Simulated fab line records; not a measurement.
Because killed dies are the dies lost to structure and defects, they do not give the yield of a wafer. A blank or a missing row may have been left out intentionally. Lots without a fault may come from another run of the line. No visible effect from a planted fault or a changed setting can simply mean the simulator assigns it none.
Comparing a struck lot with a sound one + flow nand harc + 14 steps out of a route of 1302
Sound: the wafers L869.2, L869.3, L869.6. Struck: wafers L881.2, L881.3 (left out: L881.5, a lot-mate that was not struck); the cause follows at the end.
At each step with rows: each side's tool, then ch and its chambers, then its first start. Under that, the readings that differ: sound wafers + struck wafers + difference of the means + sigmas: that difference in standard deviations of wafers without a fault.
alike: readings with means less than 2 such deviations apart, plus words and numbers identical on both sides. not compared: withheld readings, readings lacking a value on some wafer, bounds such as >300 that could conceal the same value, and numbers that have no deviation in the record and whose values overlap.
The two part at a step that has a row with sigmas, a row that says differs or no value, or rows on one side only. Numbers that don't overlap but have no deviation are shown without sigmas and don't part them. Lack of a reading on every wafer of one side parts them only where that side has two or more wafers.

NHARC_A_DECK1_JOINT_ETCHBACK_00: etches the open film in HBr, target depth 30 nm, time 17.4 s.
  sound on rie si-04 ch 0,1, day 11 06:08; struck on rie si-02 ch 1,2, day 16 04:22
| reading                     | sound       | struck  | difference | sigmas |
|-----------------------------|-------------|---------|------------|--------|
| drypump motor current A (A) | 5.6 5.3 5.6 | 6.2 6.5 | +0.8       | +2     |
  alike: oes product au, throttle valve pct
  not compared: rf hours counter h
then, 8 steps without rows for these wafers: NHARC_A_DECK1_JOINT_PRECLEAN_30 (cleans in SC1); NHARC_A_DECK1_JOINT_SRD_31; NHARC_A_DECK1_JOINT_CVD_34 (deposits SiNx, target thk 20 nm); NHARC_A_DECK1_JOINT_DEP_06 (deposits SiOx, target thk 80 nm); NHARC_A_DECK1_JOINT_CURE_26 (time 32 s); NHARC_A_DECK1_JOINT_ANNEAL_27 (time 3600 s); NHARC_A_DECK1_JOINT_ANNEAL_28 (time 1800 s); NHARC_A_DECK1_JOINT_ANNEAL_29 (time 1800 s).
NHARC_A_DECK1_JOINT_CMP_02: polishes SiOx.
  sound on cmp-02 ch 0,1, day 12 06:02; struck on cmp-02 ch 1,2, day 17 01:14
  alike: motor current A
then, 1 step without rows for these wafers: NHARC_A_DECK1_JOINT_SRD_15.
NHARC_A_DECK1_JOINT_DEP_16: deposits SiO2, target thk 45 nm.
  sound on pecvd-04 ch 0,1,2, day 12 06:38; struck on pecvd-04 ch 0,1, day 17 01:37
  alike: heater power w, throttle valve pct
NHARC_A_DECK1_JOINT_THK_MEAS_17: measures by ellipsometry.
  struck on film metro-01, day 17 01:54; sound on film metro-02, day 12 06:55
| reading     | sound          | struck    | difference | sigmas |
|-------------|----------------|-----------|------------|--------|
| thk nm (nm) | 46.1 45.3 45.5 | 31.2 32.4 | -13.8      | -13    |
NHARC_A_DECK1_JOINT_INSPECT_05:
  struck on defect inspect-02, day 17 01:56; sound on defect inspect-02, day 12 06:57
  alike: raw defect count

== WHERE THEY PART ==
First at NHARC_A_DECK1_JOINT_ETCHBACK_00; last, within this record, at NHARC_A_DECK1_JOINT_THK_MEAS_17. Later steps at which nothing parts them and some readings are alike: NHARC_A_DECK1_JOINT_INSPECT_05.

WHY: what had been put in by the simulator
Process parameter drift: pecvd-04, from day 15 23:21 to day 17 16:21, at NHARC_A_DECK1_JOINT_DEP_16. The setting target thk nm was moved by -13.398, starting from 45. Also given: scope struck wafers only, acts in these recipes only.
